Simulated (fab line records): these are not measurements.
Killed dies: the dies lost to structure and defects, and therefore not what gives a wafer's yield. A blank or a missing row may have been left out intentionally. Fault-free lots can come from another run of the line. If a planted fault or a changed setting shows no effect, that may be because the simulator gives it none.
Matching of chambers | flow nand harc | 4 sister chambers for NHARC_A_STAIRCASE_ETCH_169 on rie diel-04
The step etches the open film in CH3F/O2, target depth 50 nm, time 107.1 s. 4 wafers are shown with their chamber, then 11 later ones without.

WAFERS WITH THEIR CHAMBER
wafer  | chamber | showerhead plenum p Torr (Torr)
L087.1 | 1       | 2.44
L087.2 | 2       | 2.34
L087.3 | 3       | 2.30
L087.4 | 0       | 2.39

WAFERS WITHOUT THEIR CHAMBER
wafer  | showerhead plenum p Torr (Torr)
L087.5 | 2.44
L087.6 | 2.34
L096.2 | 2.44
L096.4 | 2.30
L096.5 | 2.44
L095.2 | 2.44
L095.4 | 2.38
L095.5 | 2.30
L097.1 | 2.34
L097.5 | 2.30
L097.6 | 2.38

EACH ONE'S CHAMBER
wafer  | from the rows above | in truth
L087.5 | 1                   | 1
L087.6 | 2                   | 2
L096.2 | 1                   | 1
L096.4 | 3                   | 3
L096.5 | 1                   | 1
L095.2 | 1                   | 1
L095.4 | 0                   | 0
L095.5 | 3                   | 3
L097.1 | 2                   | 2
L097.5 | 3                   | 3
L097.6 | 0                   | 0
Correctly placed: 11 of 11. Left unplaced by these rows: 0. Wrongly placed: 0.
How it was worked out, from the rows above alone: a wafer's distance from a chamber is the root of the sum, over the readings, of the square of ((its reading less the chamber's mean) divided by the reading's scatter). If the next closest chamber is less than 2 further off than the closest, the wafer can't be placed; otherwise it belongs to the closest. The mean given for a chamber averages the wafers shown for that chamber. The scatter: with one shown wafer a chamber, the root of the mean of the squares of how far each hidden wafer lies from its nearest shown one.
